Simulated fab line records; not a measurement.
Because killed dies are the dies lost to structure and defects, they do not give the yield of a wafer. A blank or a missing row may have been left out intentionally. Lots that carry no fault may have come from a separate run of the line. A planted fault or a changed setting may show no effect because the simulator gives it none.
Matching of chambers / flow nand harc / 4 sister chambers for NHARC_P_BONDPAD_DESCUM_11 on rie diel-13
The step chemistry O2, time 3 s. 4 wafers are shown with their chamber, then 7 later ones without.

WAFERS, EACH WITH ITS CHAMBER
wafer=L084.3; chamber=3; showerhead plenum p Torr (Torr)=1.87
wafer=L084.4; chamber=1; showerhead plenum p Torr (Torr)=1.91
wafer=L092.1; chamber=0; showerhead plenum p Torr (Torr)=2.05
wafer=L092.2; chamber=2; showerhead plenum p Torr (Torr)=1.95

WAFERS WITHOUT THEIR CHAMBER
wafer=L092.6; showerhead plenum p Torr (Torr)=1.87
wafer=L093.1; showerhead plenum p Torr (Torr)=1.95
wafer=L093.5; showerhead plenum p Torr (Torr)=1.91
wafer=L093.6; showerhead plenum p Torr (Torr)=1.95
wafer=L097.1; showerhead plenum p Torr (Torr)=1.86
wafer=L097.4; showerhead plenum p Torr (Torr)=1.87
wafer=L097.6; showerhead plenum p Torr (Torr)=1.95

WHICH CHAMBER EACH WENT THROUGH
wafer=L092.6; from the rows above=3; in truth=3
wafer=L093.1; from the rows above=2; in truth=2
wafer=L093.5; from the rows above=1; in truth=1
wafer=L093.6; from the rows above=2; in truth=2
wafer=L097.1; from the rows above=3; in truth=3
wafer=L097.4; from the rows above=3; in truth=3
wafer=L097.6; from the rows above=2; in truth=2
Correctly placed: 7 of 7. Can't be placed from these rows: 0. Placed wrongly: 0.
How it was worked out, from the rows above alone: a wafer's distance from a chamber is the root of the sum, over the readings, of the square of ((its reading less the chamber's mean) divided by the reading's scatter). The wafer belongs to the nearest chamber; if the next one is less than 2 further off, it can't be placed. Each chamber's mean is taken over the wafers shown for it. The scatter: root of mean squared gap, hidden wafer to nearest shown wafer, with one shown wafer a chamber.
